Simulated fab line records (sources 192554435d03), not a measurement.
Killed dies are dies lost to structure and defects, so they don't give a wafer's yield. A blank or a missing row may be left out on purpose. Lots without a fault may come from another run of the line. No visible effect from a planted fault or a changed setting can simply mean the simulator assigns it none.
fab line records    flow n5_finfet
record: lots: 24  wafers: 72  last_day: 18
route steps=1938 shown BEOL_M8@1379 BEOL_M9@1404
lots that met no fault: taken from a fault-free run of the same line
start_h: the number of hours between the record's first day and the start of the first shown wafer of the lot    wait_h: hours elapsed since this lot's preceding step    " unchanged from the row above    L1.1+2: a row that stands for several wafers    - no value, or no start was given    * or withheld: withheld    < > ~ a bound
route shown NAME@n: NAME is a module with steps in the file, n the number in the route of the first one    usual: mean and standard deviation over wafers with no fault    same: alike in all rows    chamber/n: place in a boat    sites: readings site by site    _std_site: the values' standard deviation    _edge_site: outer sites' mean less inner sites'    radius_mm: for every site, how far away it sits from the centre of the wafer    mask NAME#n: copy n    behind: the tool/chamber that last shaped the wafer    hold: what put the lot on hold/how long, in hours/how the hold closed    device: whichever transistor did not switch (one of n, p or np)    end of line: the tests these same wafers got at the end of their route    a step without rows: its recipe alone    killed: count of dies lost to structure and defects at first sort (not the wafer's yield)    map: shows each die of a wafer: x if killed, . if not, _ if none is there
set.NAME: the setting the step ran with; set.NAME@STEP: the setting that earlier step ran with    model.NAME: the simulator's own value behind a step, which no gauge read
route steps across a sampled set of lots; one table per step, one row per wafer
services: the hour from which a tool's chamber was out of use, counted from the record's first day as start_h (under 0 if before that day), plus the number of hours and why
== steps ==
step: N5_BEOL_M8_STRIP_80
recipe: chemistry: N2/H2  time_s: 10  power_w: 450  temp_c: 40  pressure_mtorr: 20  rf_frequency_hz: 6e+07  bias_power_w: 7  n2_flow_sccm: 200  h2_flow_sccm: 200
usual: drypump_motor_current_A: 5.7/0.39  oes_product_au: 0.81/0.094  rf_vpp_V: 59.5/0.92  showerhead_plenum_p_Torr: 2.59/0.099  temp_c: 40.02/0.11  throttle_valve_pct: 23.6/0.34
lot.wafer  tool         chamber  start_h  wait_h  drypump_motor_current_A  oes_product_au  rf_hours_counter_h  rf_vpp_V  showerhead_plenum_p_Torr  temp_c  throttle_valve_pct
L074.1     rie_diel-03  0        -        -       5.4                      0.66            248                 57.4      2.41                      39.98   24.0
L074.2     "            3        "        "       6.0                      0.84            77                  59.8      2.56                      39.87   23.4
L074.3     "            2        "        "       5.6                      0.74            142                 58.8      2.51                      39.97   23.3
L076.1     rie_diel-02  3        -        -       6.4                      0.80            91                  59.5      2.58                      40.19   23.7
L076.4     "            1        "        "       5.9                      0.95            4                   60.8      2.72                      39.95   23.3
L076.6     "            0        "        "       5.1                      0.70            -                   59.1      2.41                      40.21   24.2
L075.1     rie_diel-02  0        -        -       5.1                      0.69            235                 57.3      2.41                      40.14   24.1
L075.3     "            1        "        "       5.9                      0.93            7                   60.3      2.71                      39.88   23.3
L075.4     "            3        "        "       6.4                      0.80            95                  60.4      2.58                      40.04   23.7
L077.2     rie_diel-03  2        -        -       5.6                      0.74            150                 58.5      2.51                      40.10   23.2
L077.4     "            1        "        "       6.2                      0.93            -                   60.0      2.48                      39.96   23.2
L077.6     "            2        "        "       5.6                      0.73            -                   56.4      2.51                      40.01   23.3
L078.1     rie_diel-03  3        -        -       6.0                      0.82            89                  60.2      2.56                      40.03   23.4
L078.3     "            2        "        "       5.6                      0.72            153                 59.2      2.51                      39.92   23.2
L078.4     "            2        "        "       5.6                      0.72            -                   59.5      2.51                      40.03   23.3
L079.2     rie_diel-03  3        -        -       6.0                      0.83            92                  60.3      2.56                      40.14   23.4
L079.3     "            0        "        "       5.4                      0.96            3                   60.1      2.72                      39.93   23.6
L079.6     "            3        "        "       6.0                      0.82            -                   61.5      2.56                      40.07   23.4
L081.4     rie_diel-03  2        -        -       5.6                      0.72            -                   59.3      2.51                      39.99   23.3
L081.5     "            0        "        "       5.4                      0.94            -                   59.9      2.72                      39.90   23.5
L081.6     "            3        "        "       6.0                      0.81            -                   61.1      2.55                      39.96   23.4
L080.1     rie_diel-03  0        -        -       5.4                      0.94            9                   59.7      2.72                      39.86   23.6
L080.3     "            3        "        "       6.0                      0.81            97                  57.8      2.55                      40.09   23.4
L080.6     "            1        "        "       6.2                      0.92            -                   59.3      2.48                      40.05   23.2
L082.1     rie_diel-03  2        -        -       5.6                      0.72            165                 61.1      2.50                      39.81   23.3
L082.5     "            2        "        "       5.6                      0.72            -                   60.1      2.50                      39.85   23.3
L082.6     "            1        "        "       6.1                      0.91            -                   59.4      2.48                      40.02   23.2
L083.2     rie_diel-02  1        -        -       5.9                      0.91            19                  58.3      2.71                      40.21   23.3
L083.4     "            2        "        "       5.3                      0.84            48                  60.3      2.70                      40.20   24.0
L083.6     "            2        "        "       5.3                      0.83            -                   60.8      2.70                      40.04   24.0
L085.1     rie_diel-02  3        -        -       6.4                      0.78            112                 60.8      2.57                      39.95   23.7
L085.3     "            1        "        "       5.9                      0.89            23                  61.0      2.71                      40.12   23.3
L085.5     "            1        "        "       5.9                      0.90            -                   60.0      2.71                      40.15   23.3
L084.1     rie_diel-02  2        -        -       5.3                      0.83            52                  60.5      2.70                      39.91   24.0
L084.3     "            1        "        "       5.9                      0.89            23                  60.5      2.71                      39.86   23.3
L084.4     "            3        "        "       6.4                      0.78            -                   59.2      2.57                      40.15   23.7
L086.1     rie_diel-01  2        -        -       5.1                      0.82            80                  59.6      2.45                      40.06   23.2
L086.3     "            0        "        "       5.8                      0.69            211                 61.3      2.63                      40.01   23.4
L086.5     "            3        "        "       5.8                      0.67            -                   58.4      2.61                      40.12   24.4
L087.2     rie_diel-01  2        -        -       5.1                      0.83            81                  61.2      2.45                      40.07   23.2
L087.5     "            3        "        "       5.8                      0.68            -                   59.3      2.61                      40.25   24.4
L087.6     "            2        "        "       5.1                      0.83            -                   58.2      2.45                      40.10   23.2
L088.1     rie_diel-01  2        -        -       5.1                      0.83            84                  60.5      2.44                      39.94   23.2
L088.3     "            1        "        "       6.1                      0.72            224                 59.6      2.52                      40.08   23.6
L088.5     "            1        "        "       6.1                      0.72            -                   59.7      2.52                      40.00   23.6
L090.1     rie_diel-01  0        -        -       5.8                      0.68            218                 59.6      2.63                      40.04   23.4
L090.5     "            1        "        "       6.1                      0.71            -                   60.4      2.52                      39.98   23.6
L090.6     "            0        "        "       5.8                      0.69            -                   58.9      2.63                      40.26   23.4
L089.1     rie_diel-03  1        -        -       6.1                      0.89            37                  58.9      2.47                      40.01   23.2
L089.2     "            2        "        "       5.7                      0.71            185                 58.4      2.49                      39.99   23.3
L089.6     "            0        "        "       5.4                      0.90            -                   60.1      2.72                      40.06   23.6
L092.1     rie_diel-02  3        -        -       6.4                      0.77            128                 60.0      2.56                      39.97   23.7
L092.3     "            1        "        "       5.9                      0.86            39                  59.0      2.70                      39.94   23.4
L092.4     "            2        "        "       5.3                      0.81            68                  59.9      2.69                      40.19   24.0
L095.3     rie_diel-02  1        -        -       5.9                      0.85            45                  60.0      2.70                      40.14   23.4
L095.4     "            3        "        "       6.4                      0.75            135                 58.8      2.56                      39.86   23.7
L095.6     "            3        "        "       6.4                      0.75            -                   58.4      2.56                      39.77   23.7
L093.2     rie_diel-01  0        -        -       5.8                      0.66            232                 59.9      2.62                      39.98   23.5
L093.4     "            3        "        "       5.8                      1.00            0                   60.0      2.60                      40.06   23.9
L093.5     "            0        "        "       5.8                      0.66            -                   59.6      2.62                      40.04   23.4
L091.1     rie_diel-03  2        -        -       5.6                      0.70            196                 59.9      2.49                      39.81   23.3
L091.5     "            0        "        "       5.4                      0.88            -                   61.1      2.71                      39.98   23.6
L091.6     "            2        "        "       5.6                      0.69            -                   59.1      2.49                      40.01   23.3
L094.2     rie_diel-02  3        -        -       6.4                      0.76            137                 58.5      2.56                      39.86   23.7
L094.4     "            2        "        "       5.3                      0.80            77                  59.4      2.69                      39.79   24.0
L094.6     "            2        "        "       5.3                      0.79            -                   59.1      2.69                      39.82   24.0
L096.1     rie_diel-01  0        -        -       5.8                      0.65            238                 57.5      2.62                      40.02   23.5
L096.5     "            0        "        "       5.8                      0.67            -                   59.5      2.62                      39.82   23.5
L096.6     "            1        "        "       6.1                      0.70            -                   59.0      2.51                      40.01   23.7
L097.4     rie_diel-02  0        -        -       5.1                      0.90            18                  60.5      2.71                      39.86   23.7
L097.5     "            2        "        "       5.3                      0.80            -                   59.4      2.69                      39.99   24.0
L097.6     "            1        "        "       5.9                      0.83            -                   59.9      2.69                      39.94   23.4
step: N5_BEOL_M8_CURE_75
recipe: temp_c: 370  time_s: 120  ambient: DMADMS/He  material: SiCOH_lowk
usual: lamp_power_pct: 52.31/0.053  wafer_temp_C_max: 371.7/0.8
lot.wafer  tool        chamber  start_h  wait_h  lamp_power_pct  wafer_temp_C_max
L074.1     uv_cure-02  2        202.53   0.2     52.35           371.4
L074.2     "           2        "        "       52.39           371.2
L074.3     "           2        "        "       52.28           372.2
L076.1     uv_cure-01  0        207.59   0.2     52.20           371.5
L076.4     "           0        "        "       52.27           371.6
L076.6     "           0        "        "       52.22           371.4
L075.1     uv_cure-03  2        216.73   0.0     52.24           371.6
L075.3     "           2        "        "       52.22           371.2
L075.4     "           2        "        "       52.31           371.7
L077.2     uv_cure-03  0        219.73   0.1     52.27           370.3
L077.4     "           0        "        "       52.42           370.2
L077.6     "           0        "        "       52.41           370.7
L078.1     uv_cure-03  2        227.13   0.0     52.27           371.3
L078.3     "           2        "        "       52.30           371.5
L078.4     "           2        "        "       52.32           371.1
L079.2     uv_cure-02  1        234.67   0.2     52.28           371.5
L079.3     "           1        "        "       52.25           371.6
L079.6     "           1        "        "       52.30           372.2
L081.4     uv_cure-03  2        242.55   0.2     52.24           370.7
L081.5     "           2        "        "       52.28           371.3
L081.6     "           2        "        "       52.37           371.1
L080.1     uv_cure-03  1        245.16   0.0     52.27           372.2
L080.3     "           1        "        "       52.31           372.3
L080.6     "           1        "        "       52.26           372.7
L082.1     uv_cure-01  2        250.64   0.0     52.24           373.7
L082.5     "           2        "        "       52.35           372.8
L082.6     "           2        "        "       52.24           373.3
L083.2     uv_cure-02  1        256.54   0.3     52.33           371.4
L083.4     "           1        "        "       52.22           371.6
L083.6     "           1        "        "       52.28           371.4
L085.1     uv_cure-03  0        265.48   0.2     52.37           371.0
L085.3     "           0        "        "       52.32           371.1
L085.5     "           0        "        "       52.33           370.8
L084.1     uv_cure-03  1        265.78   0.1     52.27           372.0
L084.3     "           1        "        "       52.34           371.5
L084.4     "           1        "        "       52.37           372.1
L086.1     uv_cure-03  2        274.31   0.0     52.33           371.7
L086.3     "           2        "        "       52.33           371.0
L086.5     "           2        "        "       52.32           371.5
L087.2     uv_cure-03  0        281.10   0.1     52.31           371.0
L087.5     "           0        "        "       52.32           370.6
L087.6     "           0        "        "       52.33           370.9
L088.1     uv_cure-03  0        287.87   0.0     52.36           370.9
L088.3     "           0        "        "       52.31           370.9
L088.5     "           0        "        "       52.38           371.0
L090.1     uv_cure-02  0        294.60   0.0     52.40           372.0
L090.5     "           0        "        "       52.43           371.5
L090.6     "           0        "        "       52.41           372.3
L089.1     uv_cure-01  0        304.75   0.0     52.33           371.5
L089.2     "           0        "        "       52.35           371.3
L089.6     "           0        "        "       52.23           371.5
L092.1     uv_cure-02  0        315.94   1.7     52.32           371.3
L092.3     "           0        "        "       52.34           371.8
L092.4     "           0        "        "       52.29           371.6
L095.3     uv_cure-01  2        329.55   0.4     52.34           372.7
L095.4     "           2        "        "       52.22           372.2
L095.6     "           2        "        "       52.33           373.7
L093.2     uv_cure-02  2        329.63   0.1     52.36           371.3
L093.4     "           2        "        "       52.33           371.3
L093.5     "           2        "        "       52.23           371.6
L091.1     uv_cure-01  2        329.97   0.0     52.33           374.6
L091.5     "           2        "        "       52.32           372.4
L091.6     "           2        "        "       52.33           372.6
L094.2     uv_cure-02  0        337.54   0.1     52.27           371.8
L094.4     "           0        "        "       52.30           372.0
L094.6     "           0        "        "       52.22           372.5
L096.1     uv_cure-01  1        346.79   0.0     52.27           371.4
L096.5     "           1        "        "       52.34           371.0
L096.6     "           1        "        "       52.26           371.4
L097.4     uv_cure-01  2        347.69   0.5     52.37           372.1
L097.5     "           2        "        "       52.38           373.2
L097.6     "           2        "        "       52.26           372.6
step: N5_BEOL_M8_THK_MEAS_53
recipe: thk_meas_gauge: xrf  reads: Cu_of_BEOL_M8_ECD_50
usual: M8_THK: 78.3/3
lot.wafer  tool           chamber  start_h  wait_h  M8_THK[nm]
L074.1     film_metro-01  -        204.71   -       73.9
L074.2     "              -        "        "       78.8
L074.3     "              -        "        "       73.3
L076.1     film_metro-01  -        209.65   -       78.6
L076.4     "              -        "        "       78.7
L076.6     "              -        "        "       76.6
L075.1     film_metro-01  -        221.87   -       77.8
L075.3     "              -        "        "       79.7
L075.4     "              -        "        "       78.5
L077.2     film_metro-01  -        227.26   -       72.5
L077.4     "              -        "        "       82.0
L077.6     "              -        "        "       77.1
L078.1     film_metro-02  -        232.51   -       79.9
L078.3     "              -        "        "       74.0
L078.4     "              -        "        "       73.5
L079.2     film_metro-02  -        240.47   -       78.8
L079.3     "              -        "        "       78.6
L079.6     "              -        "        "       79.5
L081.4     film_metro-01  -        245.75   -       76.3
L081.5     "              -        "        "       76.8
L081.6     "              -        "        "       79.0
L080.1     film_metro-02  -        248.69   -       77.9
L080.3     "              -        "        "       79.4
L080.6     "              -        "        "       82.9
L082.1     film_metro-02  -        252.93   -       74.7
L082.5     "              -        "        "       73.9
L082.6     "              -        "        "       80.2
L083.2     film_metro-02  -        258.44   -       78.6
L083.4     "              -        "        "       81.2
L083.6     "              -        "        "       79.8
L085.1     film_metro-01  -        268.45   -       80.7
L085.3     "              -        "        "       80.2
L085.5     "              -        "        "       80.3
L084.1     film_metro-02  -        268.70   -       79.3
L084.3     "              -        "        "       78.9
L084.4     "              -        "        "       77.2
L086.1     film_metro-02  -        277.06   -       79.4
L086.3     "              -        "        "       75.0
L086.5     "              -        "        "       76.9
L087.2     film_metro-01  -        283.23   -       81.3
L087.5     "              -        "        "       81.8
L087.6     "              -        "        "       79.4
L088.1     film_metro-01  -        290.23   -       79.9
L088.3     "              -        "        "       77.3
L088.5     "              -        "        "       73.7
L090.1     film_metro-01  -        298.33   -       76.7
L090.5     "              -        "        "       79.3
L090.6     "              -        "        "       76.6
L089.1     film_metro-01  -        307.14   -       83.4
L089.2     "              -        "        "       78.3
L089.6     "              -        "        "       80.7
L092.1     film_metro-02  -        318.41   -       77.9
L092.3     "              -        "        "       77.5
L092.4     "              -        "        "       80.9
L095.3     film_metro-01  -        331.69   -       76.0
L095.4     "              -        "        "       77.2
L095.6     "              -        "        "       79.7
L093.2     film_metro-02  -        331.96   -       71.4
L093.4     "              -        "        "       77.5
L093.5     "              -        "        "       71.9
L091.1     film_metro-02  -        332.41   -       72.0
L091.5     "              -        "        "       75.1
L091.6     "              -        "        "       73.6
L094.2     film_metro-01  -        340.16   -       80.0
L094.4     "              -        "        "       80.4
L094.6     "              -        "        "       83.0
L096.1     film_metro-01  -        350.64   -       73.6
L096.5     "              -        "        "       73.8
L096.6     "              -        "        "       73.0
L097.4     film_metro-01  -        350.79   -       83.2
L097.5     "              -        "        "       85.6
L097.6     "              -        "        "       80.5
step: N5_BEOL_M9_PECVD_70
recipe: material: SiO2  target_thk_a: 200  temp_c: 400  precursor: TEOS/O2  pressure_torr: 5.5  rf_w: 450  teos_flow_sccm: 53.8  gas: O2  flow_sccm: 3000  time_s: 22.7
usual: chamber_pressure_Torr: 5.501/0.012  heater_power_w: 732/150  showerhead_plenum_p_Torr: 8.79/0.065  throttle_valve_pct: 22.6/1.5
lot.wafer  tool      chamber  start_h  wait_h  chamber_pressure_Torr  heater_power_w  showerhead_plenum_p_Torr  throttle_valve_pct
L074.1     pecvd-04  2        205.53   0.0     5.514                  823             8.76                      21.0
L074.2     "         1        "        "       5.503                  887             8.70                      24.8
L074.3     "         0        "        "       5.495                  1001            8.78                      24.9
L076.1     pecvd-01  1        210.47   0.0     5.484                  542             8.86                      22.2
L076.4     "         1        "        "       5.498                  535             8.84                      22.4
L076.6     "         1        "        "       5.512                  557             8.85                      22.4
L075.1     pecvd-01  1        222.69   0.0     5.503                  567             8.85                      22.1
L075.3     "         2        "        "       5.514                  974             8.83                      21.2
L075.4     "         0        "        "       5.509                  760             8.70                      23.1
L077.2     pecvd-02  1        228.08   0.0     5.534                  745             8.78                      23.6
L077.4     "         0        "        "       5.514                  601             8.79                      22.3
L077.6     "         1        "        "       5.518                  740             8.77                      23.7
L078.1     pecvd-01  2        233.33   0.0     5.493                  854             8.85                      21.3
L078.3     "         1        "        "       5.510                  608             8.83                      22.5
L078.4     "         1        "        "       5.487                  612             8.85                      22.3
L079.2     pecvd-02  2        241.29   0.0     5.472                  567             8.86                      20.4
L079.3     "         1        "        "       5.508                  701             8.74                      23.4
L079.6     "         1        "        "       5.502                  705             8.78                      23.9
L081.4     pecvd-04  0        246.59   0.1     5.489                  1007            8.78                      24.9
L081.5     "         2        "        "       5.500                  755             8.78                      21.0
L081.6     "         1        "        "       5.502                  881             8.70                      24.6
L080.1     pecvd-01  0        249.51   0.0     5.518                  712             8.68                      23.1
L080.3     "         2        "        "       5.484                  974             8.88                      21.1
L080.6     "         0        "        "       5.510                  736             8.68                      23.2
L082.1     pecvd-02  2        253.75   0.0     5.518                  643             8.88                      20.2
L082.5     "         0        "        "       5.499                  548             8.79                      22.5
L082.6     "         1        "        "       5.510                  616             8.78                      23.7
L083.2     pecvd-01  1        259.44   0.0     5.499                  528             8.85                      22.4
L083.4     "         1        "        "       5.506                  529             8.85                      22.3
L083.6     "         2        "        "       5.491                  865             8.86                      21.3
L085.1     pecvd-04  2        269.98   0.0     5.504                  730             8.77                      21.1
L085.3     "         1        "        "       5.507                  812             8.70                      24.6
L085.5     "         1        "        "       5.491                  835             8.69                      24.5
L084.1     pecvd-02  1        270.24   0.0     5.487                  613             8.76                      23.8
L084.3     "         1        "        "       5.494                  604             8.77                      23.5
L084.4     "         2        "        "       5.518                  611             8.87                      20.1
L086.1     pecvd-04  1        278.36   0.0     5.484                  822             8.69                      24.3
L086.3     "         2        "        "       5.498                  730             8.78                      21.0
L086.5     "         0        "        "       5.496                  880             8.79                      24.9
L087.2     pecvd-04  2        284.08   0.0     5.507                  813             8.76                      21.2
L087.5     "         1        "        "       5.497                  809             8.69                      24.5
L087.6     "         0        "        "       5.510                  963             8.76                      24.8
L088.1     pecvd-01  0        291.06   0.0     5.491                  738             8.69                      23.0
L088.3     "         1        "        "       5.507                  552             8.85                      22.4
L088.5     "         1        "        "       5.509                  536             8.84                      22.3
L090.1     pecvd-02  0        299.19   0.0     5.483                  544             8.78                      22.7
L090.5     "         2        "        "       5.506                  601             8.88                      20.5
L090.6     "         0        "        "       5.491                  538             8.76                      22.5
L089.1     pecvd-04  0        308.07   0.0     5.497                  837             8.79                      25.1
L089.2     "         2        "        "       5.503                  877             8.77                      21.2
L089.6     "         0        "        "       5.495                  873             8.80                      25.0
L092.1     pecvd-01  0        320.15   0.0     5.511                  681             8.66                      23.1
L092.3     "         2        "        "       5.484                  941             8.84                      21.2
L092.4     "         2        "        "       5.500                  936             8.86                      21.1
L095.3     pecvd-01  2        332.68   0.0     5.508                  940             8.88                      21.2
L095.4     "         2        "        "       5.503                  934             8.86                      21.2
L095.6     "         1        "        "       5.519                  613             8.84                      22.2
L093.2     pecvd-02  1        333.16   0.0     5.509                  633             8.74                      23.8
L093.4     "         2        "        "       5.507                  617             8.88                      20.2
L093.5     "         1        "        "       5.510                  605             8.79                      23.7
L091.1     pecvd-02  1        333.70   0.0     5.508                  744             8.76                      23.8
L091.5     "         0        "        "       5.528                  585             8.78                      22.7
L091.6     "         1        "        "       5.509                  737             8.77                      23.8
L094.2     pecvd-04  0        340.99   0.0     5.492                  992             8.80                      24.9
L094.4     "         0        "        "       5.492                  1014            8.79                      25.3
L094.6     "         1        "        "       5.511                  867             8.70                      24.5
L097.4     pecvd-02  0        351.63   0.1     5.487                  559             8.79                      22.8
L097.5     "         2        "        "       5.496                  679             8.89                      20.7
L097.6     "         1        "        "       5.500                  651             8.79                      23.7
L096.1     pecvd-01  2        351.94   0.0     5.507                  889             8.84                      21.4
L096.5     "         2        "        "       5.482                  873             8.87                      21.5
L096.6     "         1        "        "       5.491                  573             8.82                      22.0
step: N5_BEOL_M9_INSPECT_13
recipe: mode: adi  inspect_instrument: brightfield
usual: raw_defect_count: 397/77
lot.wafer  tool               chamber  start_h  wait_h  raw_defect_count
L074.1     defect_inspect-02  -        207.46   0.0     458
L074.2     "                  -        "        "       514
L074.3     "                  -        "        "       566
L076.1     defect_inspect-01  -        211.59   0.0     319
L076.4     "                  -        "        "       480
L076.6     "                  -        "        "       364
L075.1     defect_inspect-02  -        224.00   0.0     387
L075.3     "                  -        "        "       447
L075.4     "                  -        "        "       373
L077.2     defect_inspect-02  -        228.71   0.0     300
L077.4     "                  -        "        "       251
L077.6     "                  -        "        "       313
L078.1     defect_inspect-01  -        235.04   0.0     495
L078.3     "                  -        "        "       435
L078.4     "                  -        "        "       486
L079.2     defect_inspect-01  -        242.44   0.0     486
L079.3     "                  -        "        "       432
L079.6     "                  -        "        "       487
L081.4     defect_inspect-02  -        248.54   0.0     398
L081.5     "                  -        "        "       387
L081.6     "                  -        "        "       472
L080.1     defect_inspect-02  -        249.99   0.0     451
L080.3     "                  -        "        "       427
L080.6     "                  -        "        "       381
L082.1     defect_inspect-02  -        257.09   0.0     320
L082.5     "                  -        "        "       266
L082.6     "                  -        "        "       360
L083.2     defect_inspect-01  -        261.24   0.0     372
L083.4     "                  -        "        "       432
L083.6     "                  -        "        "       390
L085.1     defect_inspect-02  -        270.77   0.0     392
L085.3     "                  -        "        "       317
L085.5     "                  -        "        "       476
L084.1     defect_inspect-01  -        271.07   0.0     392
L084.3     "                  -        "        "       377
L084.4     "                  -        "        "       288
L086.1     defect_inspect-01  -        281.70   0.0     415
L086.3     "                  -        "        "       326
L086.5     "                  -        "        "       400
L087.2     defect_inspect-01  -        286.70   0.0     337
L087.5     "                  -        "        "       368
L087.6     "                  -        "        "       399
L088.1     defect_inspect-01  -        291.80   0.0     585
L088.3     "                  -        "        "       445
L088.5     "                  -        "        "       374
L090.1     defect_inspect-02  -        302.38   0.0     461
L090.5     "                  -        "        "       489
L090.6     "                  -        "        "       376
L089.1     defect_inspect-02  -        310.21   0.0     421
L089.2     "                  -        "        "       376
L089.6     "                  -        "        "       498
L092.1     defect_inspect-01  -        321.68   0.0     326
L092.3     "                  -        "        "       593
L092.4     "                  -        "        "       329
L095.3     defect_inspect-01  -        333.76   0.0     463
L095.4     "                  -        "        "       390
L095.6     "                  -        "        "       378
L093.2     defect_inspect-02  -        333.79   0.0     240
L093.4     "                  -        "        "       335
L093.5     "                  -        "        "       482
L091.1     defect_inspect-01  -        336.28   0.0     376
L091.5     "                  -        "        "       243
L091.6     "                  -        "        "       364
L094.2     defect_inspect-02  -        341.93   0.0     394
L094.4     "                  -        "        "       386
L094.6     "                  -        "        "       476
L097.4     defect_inspect-01  -        353.85   0.0     468
L097.5     "                  -        "        "       365
L097.6     "                  -        "        "       561
L096.1     defect_inspect-01  -        354.07   0.0     289
L096.5     "                  -        "        "       261
L096.6     "                  -        "        "       376
step: N5_BEOL_M9_OCD_MEAS_38
usual: trench_depth_nm: 149.6/2.6
lot.wafer  tool    chamber  start_h  wait_h  trench_depth_nm
L074.1     ocd-01  -        209.97   -       146.2
L074.2     "       -        "        "       150.4
L074.3     "       -        "        "       154.8
L076.1     ocd-01  -        215.97   -       147.7
L076.4     "       -        "        "       147.7
L076.6     "       -        "        "       146.8
L075.1     ocd-02  -        225.92   -       149.8
L075.3     "       -        "        "       147.6
L075.4     "       -        "        "       147.1
L077.2     ocd-01  -        230.66   -       148.8
L077.4     "       -        "        "       149.0
L077.6     "       -        "        "       147.8
L078.1     ocd-02  -        239.07   -       148.4
L078.3     "       -        "        "       147.0
L078.4     "       -        "        "       148.1
L079.2     ocd-02  -        246.12   -       147.9
L079.3     "       -        "        "       147.1
L079.6     "       -        "        "       149.7
L081.4     ocd-01  -        250.36   -       148.7
L081.5     "       -        "        "       151.2
L081.6     "       -        "        "       150.2
L080.1     ocd-01  -        251.72   -       148.7
L080.3     "       -        "        "       149.6
L080.6     "       -        "        "       149.6
L082.1     ocd-01  -        258.92   -       146.8
L082.5     "       -        "        "       146.9
L082.6     "       -        "        "       147.7
L083.2     ocd-02  -        264.86   -       148.8
L083.4     "       -        "        "       149.0
L083.6     "       -        "        "       147.5
L085.1     ocd-01  -        273.51   -       149.3
L085.3     "       -        "        "       148.9
L085.5     "       -        "        "       147.8
L084.1     ocd-02  -        273.96   -       151.7
L084.3     "       -        "        "       147.8
L084.4     "       -        "        "       148.9
L086.1     ocd-02  -        286.13   -       148.5
L086.3     "       -        "        "       153.5
L086.5     "       -        "        "       147.7
L087.2     ocd-02  -        288.17   -       147.9
L087.5     "       -        "        "       148.2
L087.6     "       -        "        "       146.8
L088.1     ocd-01  -        293.86   -       147.9
L088.3     "       -        "        "       148.6
L088.5     "       -        "        "       150.0
L090.1     ocd-02  -        304.11   -       151.2
L090.5     "       -        "        "       147.7
L090.6     "       -        "        "       151.7
L089.1     ocd-01  -        314.18   -       147.5
L089.2     "       -        "        "       148.7
L089.6     "       -        "        "       150.5
L092.1     ocd-02  -        325.51   -       149.1
L092.3     "       -        "        "       155.9
L092.4     "       -        "        "       150.6
L095.3     ocd-01  -        336.96   -       152.1
L095.4     "       -        "        "       158.4
L095.6     "       -        "        "       153.1
L093.2     ocd-02  -        337.41   -       150.7
L093.4     "       -        "        "       147.9
L093.5     "       -        "        "       149.6
L091.1     ocd-02  -        337.89   -       153.6
L091.5     "       -        "        "       154.2
L091.6     "       -        "        "       153.6
L094.2     ocd-01  -        344.84   -       157.0
L094.4     "       -        "        "       149.6
L094.6     "       -        "        "       152.5
L096.1     ocd-01  -        357.90   -       155.4
L096.5     "       -        "        "       147.2
L096.6     "       -        "        "       154.8
L097.4     ocd-02  -        358.99   -       149.5
L097.5     "       -        "        "       152.2
L097.6     "       -        "        "       153.9
== services ==
tool         chamber  start_h  hours  kind
pecvd-04     -        184.51   0.8    repair
uv_cure-03   -        185.69   22.2   pm
pecvd-01     -        218.10   1.0    repair
uv_cure-03   -        220.47   1.2    repair
rie_diel-01  0        227.96   4.4    repair
pecvd-04     -        242.28   1.9    repair
pecvd-04     -        254.34   14.9   repair
uv_cure-01   -        256.24   22.2   pm
rie_diel-01  0        265.24   2.7    repair
uv_cure-02   -        267.26   2.1    pm
rie_diel-03  3        269.14   2.9    repair
pecvd-02     0        269.66   11.3   repair
rie_diel-03  0        276.55   9.1    repair
rie_diel-03  0        288.37   9.7    repair
pecvd-02     1        291.40   27.1   repair
rie_diel-02  -        297.79   0.4    repair
pecvd-04     2        298.62   3.8    repair
pecvd-02     -        301.70   28.1   pm
uv_cure-03   -        306.76   28.1   pm
rie_diel-03  3        317.24   16.4   repair
rie_diel-02  0        318.32   7.6    repair
uv_cure-01   -        338.17   2.1    pm
uv_cure-03   -        344.30   7.1    pm
uv_cure-02   -        351.54   7.5    pm
== key ==
fault none
